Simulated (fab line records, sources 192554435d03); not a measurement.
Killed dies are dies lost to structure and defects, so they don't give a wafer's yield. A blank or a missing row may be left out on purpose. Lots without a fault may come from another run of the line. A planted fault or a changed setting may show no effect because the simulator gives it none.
fab line records | flow n5_finfet
record lots=7 wafers=39
route steps=1938 shown WELL_APT@48 DUMMY_GATE@214 SD_EPI_N@267 SD_EPI_P@312 HKMG_FIN@403 BEOL_M4@1111
start_h: hours from the record's first day to the start of the lot's first wafer shown | wait_h: hours since the lot's step before | " the same as in the row above | L1.1+2: a row that stands for several wafers | - no value, or no start given | * or withheld: withheld | < > ~ a bound
route shown NAME@n: a module of which the file shows steps, and the number in the route of the first | usual: mean/standard deviation of fault-free wafers | same: alike in all rows | chamber/n: place in a boat | sites: the reading at each site | _std_site: their standard deviation | _edge_site: outer sites' mean less inner sites' | radius_mm: how far each site lies from the wafer's centre | mask NAME#n: copy n | behind: the tool/chamber that last shaped the wafer | hold: why the lot was held/for how many hours/how that ended | device: the transistor (n, p or np) that didn't switch | end of line: the same wafers' tests at the end of the route | a step without rows: its recipe alone | killed: dies lost to structure and defects at the first sort, not the wafer's yield | map: a wafer's dies, x killed, . not, _ none there
set.NAME: the setting as run; set.NAME@STEP: as run at that earlier step | model.NAME: the simulator's own value behind a step, which no gauge read
lots whose settings were changed on purpose; a table a step, a row a wafer
## steps
# step N5_WELL_APT_IMPLANT_32
# recipe species=BF2 energy_kev=50 dose_cm2=2e+13 tilt_deg=0 rotation_deg=0
# step N5_DUMMY_GATE_ALD_02
# recipe material=SiO2 target_thk_a=20 temp_c=300 ald_precursor_family=BDEAS ald_co_reactant=O2-plasma pulse_time_s=1 pressure_torr=2
# step N5_DUMMY_GATE_EXPOSE_12
# recipe mask_id=GATE na=0.33 source_shape=annular sigma_inner=0.2 sigma_outer=0.6 polarization=unpolarized target_cd_nm=25 dose_mj=34
# step N5_DUMMY_GATE_ETCH_32
# recipe chemistry=CF4 target=SiO2 target_depth_a=35 time_s=3.9 ion_energy_ev=350 pressure_mtorr=10 icp_w=800 bias_w=400 cf4_flow_sccm=80
# step N5_SD_EPI_N_EXPOSE_06
# recipe mask_id=SD_N_BLK na=1.35 source_shape=conventional sigma_outer=0.8 polarization=unpolarized target_cd_nm=120 dose_mj=39.75
# step N5_SD_EPI_N_ETCHBACK_44
# recipe chemistry=CH3F/O2 mode=anisotropic_etchback target=SiNx target_depth_a=145 stop_on=SiO2 over_etch_frac=0.3 ion_energy_ev=120 pressure_mtorr=30 source_w=395 bias_w=73 Ar_flow_sccm=150 CH3F_flow_sccm=30 O2_flow_sccm=20
# step N5_SD_EPI_P_ETCH_16
# recipe chemistry=CHF3/O2 target=SiO2 target_depth_a=50 mask_material=SOC pressure_mtorr=30 source_w=650 bias_w=170 Ar_flow_sccm=200 CHF3_flow_sccm=50 O2_flow_sccm=5 ion_energy_ev=200
# step N5_HKMG_FIN_ETCH_55
# recipe chemistry=N2/H2 target=SOC target_depth_a=2400 temp_c=40 time_s=300 ion_energy_ev=200 mask_material=SiARC pressure_mtorr=30 source_w=840 bias_w=150 n2_flow_sccm=200 h2_flow_sccm=200
# step N5_BEOL_M4_RC_MEAS_101
# usual CJ_N=4.38/0.11
# columns lot.wafer tool chamber start_h wait_h set.dose_cm2@WELL_APT_IMPLANT_32 set.temp_c@DUMMY_GATE_ALD_02 set.dose_mj@DUMMY_GATE_EXPOSE_12 set.time_s@DUMMY_GATE_ETCH_32 set.dose_mj@SD_EPI_N_EXPOSE_06 set.over_etch_frac@SD_EPI_N_ETCHBACK_44 set.target_depth_a@SD_EPI_P_ETCH_16 set.bias_w@HKMG_FIN_ETCH_55 CJ_N
L077.1 prober-01 0 180.64 0.0 2e+13 300 32.57 3.9 37.97 0.3194 50 170.1 4.34
L077.2 " 0 " " 2e+13 287.2 34 3.9 37.97 0.3 50 150 4.46
L077.3 " 0 " " 1.641e+13 300 34 3.9 39.75 0.3 50 170.1 3.81
L077.4 " 0 " " 1.641e+13 287.2 34 3.9 37.97 0.3194 50 170.1 3.92
L077.5 " 0 " " 1.641e+13 300 32.57 3.9 39.75 0.3194 50 150 4.05
L077.6 " 0 " " 2e+13 287.2 32.57 3.9 39.75 0.3 50 150 4.22
L078.1 prober-02 0 197.47 0.0 2e+13 289.7 34 3.211 39.75 0.3 47.55 150 4.29
L078.2 " 0 " " 2e+13 300 35.51 3.9 39.75 0.3 50 150 4.40
L078.3 " 0 " " 2.388e+13 300 34 3.211 39.75 0.3 47.55 172.2 4.91
L078.4 " 0 " " 2.388e+13 289.7 35.51 3.9 39.75 0.3 47.55 172.2 4.69
L078.5 " 0 " " 2e+13 289.7 35.51 3.211 39.75 0.3 50 150 4.36
L078.6 " 0 " " 2.388e+13 300 34 3.9 39.75 0.3 50 172.2 4.91
L081.1 prober-02 0 205.37 0.0 2.102e+13 291.8 35.27 4.212 39.75 0.2919 50 150 4.51
L081.2 " 0 " " 2e+13 300 35.27 3.9 39.75 0.2919 50 150 4.38
L081.3 " 0 " " 2e+13 291.8 34 3.9 39.75 0.3 50 150 4.27
L081.4 " 0 " " 2.102e+13 300 34 3.9 39.75 0.3 50 150 4.40
L081.5 " 0 " " 2.102e+13 291.8 35.27 4.212 39.75 0.3 50 150 4.37
L081.6 " 0 " " 2e+13 300 34 4.212 39.75 0.2919 50 150 4.43
L088.1 prober-01 0 257.49 0.0 2e+13 300 34 4.214 39.75 0.3 50 163.7 4.49
L088.2 " 0 " " 2e+13 300 34 3.9 39.75 0.3 50 150 4.50
L088.3 " 0 " " 2e+13 300 34 4.214 37.82 0.2762 50 150 4.61
L088.4 " 0 " " 2e+13 300 34.93 3.9 39.75 0.2762 44.17 163.7 4.46
L088.5 " 0 " " 2e+13 300 34.93 3.9 37.82 0.3 44.17 163.7 4.52
L088.6 " 0 " " 2e+13 300 34.93 4.214 37.82 0.2762 44.17 150 4.59
L090.1 prober-01 0 272.38 0.0 2.23e+13 307.5 34 3.9 42.69 0.3104 50 150 4.72
L090.2 " 0 " " 2e+13 300 34 3.9 39.75 0.3104 50 150 4.34
L090.3 " 0 " " 2e+13 307.5 33.31 3.9 39.75 0.3 50 163.6 4.42
L090.4 " 0 " " 2e+13 300 33.31 3.474 42.69 0.3 50 150 4.27
L090.5 " 0 " " 2.23e+13 307.5 34 3.474 39.75 0.3 50 163.6 4.56
L090.6 " 0 " " 2.23e+13 300 33.31 3.474 42.69 0.3104 50 163.6 4.77
L093.1 prober-01 0 283.97 0.0 2e+13 300 34 3.9 39.75 0.3 50 150 4.52
L093.3 " 0 " " 2e+13 300 34 3.9 39.75 0.3 50 150 4.20
L093.6 " 0 " " 2e+13 300 34 3.9 39.75 0.3 50 150 4.20
L096.1 prober-02 0 302.10 0.0 2e+13 304.1 34 3.075 40.7 0.3 47.87 150 4.45
L096.2 " 0 " " 1.813e+13 300 36.04 3.075 39.75 0.2907 47.87 171.6 4.00
L096.3 " 0 " " 2e+13 304.1 36.04 3.9 39.75 0.2907 50 150 4.29
L096.4 " 0 " " 1.813e+13 304.1 36.04 3.075 40.7 0.3 50 171.6 4.15
L096.5 " 0 " " 2e+13 300 34 3.9 40.7 0.2907 47.87 150 4.26
L096.6 " 0 " " 1.813e+13 300 34 3.9 39.75 0.3 50 171.6 4.19
## key
split step=N5_WELL_APT_IMPLANT_32 setting=dose_cm2 stated_as=2e+13
response step=N5_BEOL_M4_RC_MEAS_101 reading=CJ_N slope=+0.0247 per=1% together_with=all explained=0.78
split step=N5_DUMMY_GATE_ALD_02 setting=temp_c stated_as=300
response none clear
split step=N5_DUMMY_GATE_EXPOSE_12 setting=dose_mj stated_as=34
response none clear
split step=N5_DUMMY_GATE_ETCH_32 setting=time_s stated_as=3.9
response none clear
split step=N5_SD_EPI_N_EXPOSE_06 setting=dose_mj stated_as=39.75
response none clear
split step=N5_SD_EPI_N_ETCHBACK_44 setting=over_etch_frac stated_as=0.3
response none clear
split step=N5_SD_EPI_P_ETCH_16 setting=target_depth_a stated_as=50
response none clear
split step=N5_HKMG_FIN_ETCH_55 setting=bias_w stated_as=150
response none clear
